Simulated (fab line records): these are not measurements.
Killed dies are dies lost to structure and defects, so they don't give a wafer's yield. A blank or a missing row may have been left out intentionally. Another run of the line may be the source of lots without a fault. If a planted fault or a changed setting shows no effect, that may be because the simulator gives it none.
Lot-split experiment | flow n5-finfet | 7 lots, 39 wafers read, on a route of 1938 steps

ON THE SPLIT
At N5_DUMMY_GATE_ETCH_44 (etches poly-Si in HBr/O2, stops on SiO2, target depth 127.5 nm), the setting target-depth-a was moved away from the recipe's 1275 angstrom on 18 of the 39 wafers read, by -11.5% to +7.6%. For the rest of the wafers, this setting stayed at what the recipe calls for.

The reading comes from the split's own step.

THE READING
oes-product-au, in a.u., at N5_DUMMY_GATE_ETCH_44 (etches poly-Si in HBr/O2, stops on SiO2, target depth 127.5 nm). On this fab line, fault-free wafers typically give 0.732 a.u. with a standard deviation of 0.012 a.u.

wafer  | tool, chamber at the split | target-depth-a as run, angstrom | against the recipe | oes-product-au, a.u. | against lot-mates on the recipe
L076.1 | rie-si-04, 2               | 1275                            | recipe             | 0.740                | -
L076.2 | rie-si-04, 1               | 1372                            | +7.6%              | 0.705                | -0.036
L076.3 | rie-si-04, 0               | 1372                            | +7.6%              | 0.695                | -0.046
L076.4 | rie-si-04, 0               | 1372                            | +7.6%              | 0.714                | -0.027
L076.5 | rie-si-04, 2               | 1275                            | recipe             | 0.766                | -
L076.6 | rie-si-04, 1               | 1275                            | recipe             | 0.718                | -
L079.1 | rie-si-05, 2               | 1275                            | recipe             | 0.739                | -
L079.2 | rie-si-05, 0               | 1275                            | recipe             | 0.727                | -
L079.3 | rie-si-05, 3               | 1128                            | -11.5%             | 0.782                | +0.057
L079.4 | rie-si-05, 1               | 1128                            | -11.5%             | 0.776                | +0.051
L079.5 | rie-si-05, 2               | 1128                            | -11.5%             | 0.800                | +0.075
L079.6 | rie-si-05, 3               | 1275                            | recipe             | 0.708                | -
L080.1 | rie-si-05, 1               | 1275                            | recipe             | 0.733                | -
L080.2 | rie-si-05, 2               | 1275                            | recipe             | 0.752                | -
L080.3 | rie-si-05, 3               | 1347                            | +5.6%              | 0.706                | -0.033
L080.4 | rie-si-05, 0               | 1347                            | +5.6%              | 0.694                | -0.045
L080.5 | rie-si-05, 3               | 1275                            | recipe             | 0.732                | -
L080.6 | rie-si-05, 2               | 1347                            | +5.6%              | 0.729                | -0.010
L087.2 | rie-si-05, 3               | 1275                            | recipe             | 0.729                | -
L087.3 | rie-si-05, 2               | 1275                            | recipe             | 0.746                | -
L087.4 | rie-si-05, 1               | 1275                            | recipe             | 0.736                | -
L089.1 | rie-si-05, 2               | 1206                            | -5.4%              | 0.776                | +0.046
L089.2 | rie-si-05, 1               | 1275                            | recipe             | 0.727                | -
L089.3 | rie-si-05, 0               | 1206                            | -5.4%              | 0.746                | +0.016
L089.4 | rie-si-05, 3               | 1275                            | recipe             | 0.727                | -
L089.5 | rie-si-05, 1               | 1275                            | recipe             | 0.735                | -
L089.6 | rie-si-05, 2               | 1206                            | -5.4%              | 0.762                | +0.032
L095.1 | rie-si-03, 2               | 1178                            | -7.6%              | 0.761                | +0.038
L095.2 | rie-si-03, 1               | 1275                            | recipe             | 0.723                | -
L095.3 | rie-si-03, 3               | 1178                            | -7.6%              | 0.747                | +0.024
L095.4 | rie-si-03, 0               | 1275                            | recipe             | 0.727                | -
L095.5 | rie-si-03, 3               | 1275                            | recipe             | 0.719                | -
L095.6 | rie-si-03, 2               | 1178                            | -7.6%              | 0.758                | +0.035
L096.1 | rie-si-05, 3               | 1275                            | recipe             | 0.729                | -
L096.2 | rie-si-05, 1               | 1275                            | recipe             | 0.735                | -
L096.3 | rie-si-05, 2               | 1275                            | recipe             | 0.752                | -
L096.4 | rie-si-05, 0               | 1340                            | +5.1%              | 0.705                | -0.034
L096.5 | rie-si-05, 1               | 1340                            | +5.1%              | 0.712                | -0.027
L096.6 | rie-si-05, 2               | 1340                            | +5.1%              | 0.726                | -0.013

FIT RESULTS
A straight line over all 39 wafers: oes-product-au changes by -0.00408 a.u. for each +1% of target-depth-a; r = -0.86; the points scatter about the line by 0.012 a.u.
The same after taking each lot's own level away (the mean of its wafers on the recipe; 39 wafers): -0.00504 a.u. for each +1%; r = -0.92; scatter 0.011 a.u.
Per that fit: largest target-depth-a move, reading shift of 0.058 a.u.
Across the lots, their own levels run from 0.7230 to 0.7413 a.u., a range of 1.5 times the standard deviation given above.
Thus the slope moves with the lot-to-lot level: the two fits are different.
Check: for one of the wafers moved furthest among these (-11.5%), held out of the fit, the line's prediction against its lot-mates is +0.0585 a.u. Against them it came out at +0.0573 a.u.
Tool readings at the split's step, against how far the setting was moved: oes-product-au r = -0.86.

THE OTHER SPLITS THESE WAFERS WENT THROUGH
Other splits were also applied to these wafers ahead of the reading. Each is held against what the fit with the lots' levels taken away leaves over:
other split on the same wafers    | wafers away from the commonest value | r with oes-product-au (lot level and that fit taken away)
N5_WELL_APT_IMPLANT_32 energy-kev | 12                                   | -0.05
N5_FIN_CUT_ETCH_21 time-s         | 12                                   | +0.00
N5_DUMMY_GATE_ETCH_37 source-w    | 15                                   | -0.02

FILE'S OWN FIT
oes-product-au changes by -0.00504 a.u. for each +1% of target-depth-a, r = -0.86.
